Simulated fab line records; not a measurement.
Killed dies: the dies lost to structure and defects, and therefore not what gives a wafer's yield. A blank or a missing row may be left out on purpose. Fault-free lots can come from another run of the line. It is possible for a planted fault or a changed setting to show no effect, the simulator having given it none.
Struck lot and sound lot, side by side ; flow n5_finfet ; 26 steps out of a route of 1938
Sound: the wafers L892.3, L892.5, L892.6. Wafers L884.3, L884.4, L884.5 were the ones struck. At the end, the cause is stated.
Each step with rows lists, per side, the tool, then ch with its chambers, then its first start. Under that, the readings that differ: sound wafers ; struck wafers ; difference of the means ; sigmas: that difference in standard deviations of wafers without a fault.
alike: readings whose means differ by less than 2 such deviations, and words and numbers that are the same on both sides. not compared: withheld readings, readings that some wafer has no value for, bounds like >300 that may hide the same value, and numbers for which the record gives no deviation and whose values overlap.
The two part at a step that has a row with sigmas, a row that says differs or no value, or rows on one side only. Numbers that have no deviation but don't overlap get no sigmas and don't part them. A reading missing from all wafers of one side parts the sides only when that side holds two or more wafers.

first, 9 steps without rows for these wafers: N5_SD_EPI_P_DESCUM_14 (chemistry O2, time 7.9 s); N5_SD_EPI_P_ETCH_36 (etches SiARC in CF4, target depth 45.5 nm, time 75.8 s); N5_SD_EPI_P_ETCH_37 (etches SOC in N2/H2, overetch 108 nm, time 486 s); N5_SD_EPI_P_STRIP_38 (strips in N2/H2); N5_SD_EPI_P_ETCHBACK_46 (etches SiNx in CH3F/O2, stops on SiO2, target depth 17.5 nm); N5_SD_EPI_P_ETCH_47 (etches SiOCN in CH3F/O2, target depth 25 nm); N5_SD_EPI_P_ETCH_16 (etches SiO2 in CHF3/O2, target depth 5 nm); N5_SD_EPI_P_STRIP_50 (strips in CHF3/O2); N5_SD_EPI_P_SD_RECESS_17 (chemistry HBr/Cl2/O2, target depth 39.1 nm, bt time 3 s).
N5_SD_EPI_P_WET_ETCH_45: etches SiO2 in dHF, time 10.7 s, target depth 2 nm, rinse time 30 s.
  sound on wet_bench-05 ch 3,4,5, day 7 12:23; struck on wet_bench-02 ch 0,3,5, day 5 12:46
  alike: rinse_temp_c
then, 12 steps without rows for these wafers: N5_SD_EPI_P_STRIP_40 (strips in N2/H2); N5_SD_EPI_P_PRECLEAN_52 (cleans in O3/DIW, time 60 s); N5_SD_EPI_P_SRD_20 (time 30 s); N5_SD_EPI_P_PRECLEAN_51 (cleans in NF3:NH3, afs cycles 1, time 20 s, sublimation time 60 s); N5_SD_EPI_P_VAPOR_ETCH_44 (etches SiGe30 in NF3/Ar, time 3.3 s); N5_SD_EPI_P_EPI_21 (deposits SiGe:B, time 355 s); N5_SD_EPI_P_HM_STRIP_48 (strips SiNx in H3PO4, material SiNx, target depth 3 nm); N5_SD_EPI_P_SRD_49 (time 30 s); N5_SD_EPI_P_PRECLEAN_24 (cleans in O3/DIW, time 45 s); N5_SD_EPI_P_PRECLEAN_32 (cleans in dHF, time 10 s); N5_SD_EPI_P_PRECLEAN_33 (cleans in SC2, time 45 s); N5_SD_EPI_P_SRD_25 (time 30 s).
N5_SD_EPI_P_INSPECT_26: inspects for defects (darkfield).
  sound: defect_inspect-01 at day 7 15:19; struck: defect_inspect-02 at day 5 15:43
reading;sound;struck;difference;sigmas
raw_defect_count;211 188 166;463 512 467;+292;+7
then, 1 step without rows for these wafers: N5_SD_ACTIVATION_RTA_00 (time 0 s).
-- a jump in the record: the struck wafers' starts before and after are 4 days apart (it breaks off in module SD_ACTIVATION and resumes in module BEOL_M4, where the first step shown is number 1111 of the route) --
N5_BEOL_M4_RC_MEAS_101:
  sound on prober-02 ch 0, day 12 09:44; struck on prober-02 ch 0, day 10 02:32
  alike: DIBL_N, DIBL_P, IOFF_N, IOFF_P, ION_N, ION_P, SS_N, SS_P, VT_N, VT_P
-- the record jumps here: 5 days lie between the struck wafers' starts before and after (it left off in module BEOL_M4 and takes up again in module PASSIVATION, whose first step shown is number 1936 of the route) --
N5_PASSIVATION_PROBE_49:
  sound: prober-01 at day 16 18:29; struck: prober-01 at day 14 21:02
reading;sound;struck;difference;sigmas
defect_limited_yield (%);93.1;84.2 83.1 85.3;-8.9;-6
killed_at_front_end;38;131 127 105;+83;+8
killed_dies;82;187 200 173;+105;+6
sort_bin_5_function (%);4.2;10.1 11.4 9.5;+6.1;+7
sort_bin_6_memory (%);2.5;4.4 4.1 4.1;+1.7;+3
sort_n_pass;1098;993 980 1007;-105;-6
sort_yield_pct (%);93.1;84.2 83.1 85.3;-8.9;-6
  alike: killed_at_M0_to_M3, killed_at_M4_up, killed_at_contacts, killed_at_other, killed_open, killed_short, sort_bin_4_leakage

## WHERE THEY PART
Earliest at N5_SD_EPI_P_INSPECT_26; latest, in this record, at N5_PASSIVATION_PROBE_49.

WHY: what the simulator had put in
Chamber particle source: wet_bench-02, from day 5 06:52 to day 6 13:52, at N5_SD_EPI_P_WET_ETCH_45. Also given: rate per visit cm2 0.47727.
